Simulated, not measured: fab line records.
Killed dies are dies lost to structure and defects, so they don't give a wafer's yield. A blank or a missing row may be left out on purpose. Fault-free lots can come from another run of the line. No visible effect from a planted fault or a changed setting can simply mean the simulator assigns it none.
Matching of chambers || flow n5 finfet || N5_BEOL_M6_CURE_74 on uv cure-03 has 3 sister chambers
The step cures SiCOH lowk, time 240 s. 3 wafers are shown with their chamber, then 12 later ones without.

WAFERS PAIRED WITH THEIR CHAMBERS
{"wafer": "L088.6", "chamber": 1, "wafer_temp_C_max": 387.2}
{"wafer": "L090.5", "chamber": 2, "wafer_temp_C_max": 386.6}
{"wafer": "L091.5", "chamber": 0, "wafer_temp_C_max": 386.7}

WAFERS MISSING THEIR CHAMBER
{"wafer": "L093.1", "wafer_temp_C_max": 386.0}
{"wafer": "L093.2", "wafer_temp_C_max": 386.8}
{"wafer": "L093.4", "wafer_temp_C_max": 387.1}
{"wafer": "L093.3", "wafer_temp_C_max": 386.4}
{"wafer": "L093.5", "wafer_temp_C_max": 387.4}
{"wafer": "L093.6", "wafer_temp_C_max": 387.3}
{"wafer": "L097.1", "wafer_temp_C_max": 386.4}
{"wafer": "L097.3", "wafer_temp_C_max": 386.7}
{"wafer": "L097.6", "wafer_temp_C_max": 386.5}
{"wafer": "L097.2", "wafer_temp_C_max": 386.7}
{"wafer": "L097.4", "wafer_temp_C_max": 387.0}
{"wafer": "L097.5", "wafer_temp_C_max": 386.0}

WHICH CHAMBER EACH WENT THROUGH
{"wafer": "L093.1", "from the rows above": "can't be placed: 2 or 0", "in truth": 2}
{"wafer": "L093.2", "from the rows above": "can't be placed: 0 or 2 or 1", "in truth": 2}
{"wafer": "L093.4", "from the rows above": "can't be placed: 1 or 0 or 2", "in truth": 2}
{"wafer": "L093.3", "from the rows above": "can't be placed: 2 or 0", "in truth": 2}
{"wafer": "L093.5", "from the rows above": "can't be placed: 1 or 0", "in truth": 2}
{"wafer": "L093.6", "from the rows above": "can't be placed: 1 or 0", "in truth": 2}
{"wafer": "L097.1", "from the rows above": "can't be placed: 2 or 0", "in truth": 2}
{"wafer": "L097.3", "from the rows above": "can't be placed: 0 or 2 or 1", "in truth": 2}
{"wafer": "L097.6", "from the rows above": "can't be placed: 2 or 0", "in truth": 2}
{"wafer": "L097.2", "from the rows above": "can't be placed: 0 or 2 or 1", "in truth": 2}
{"wafer": "L097.4", "from the rows above": "can't be placed: 1 or 0 or 2", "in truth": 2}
{"wafer": "L097.5", "from the rows above": "can't be placed: 2 or 0", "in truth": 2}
Placed correctly: 0 of 12. These rows do not allow placing 12 (true chamber among the candidates in 10). Placed wrongly: 0.
How it was worked out, from the rows above alone: a wafer's distance from a chamber is the root of the sum, over the readings, of the square of ((its reading less the chamber's mean) divided by the reading's scatter). The wafer belongs to the nearest chamber; if the next one is less than 2 further off, it can't be placed. The mean given for a chamber averages the wafers shown for that chamber. The scatter: with one shown wafer a chamber, the root of the mean of the squares of how far each hidden wafer lies from its nearest shown one.
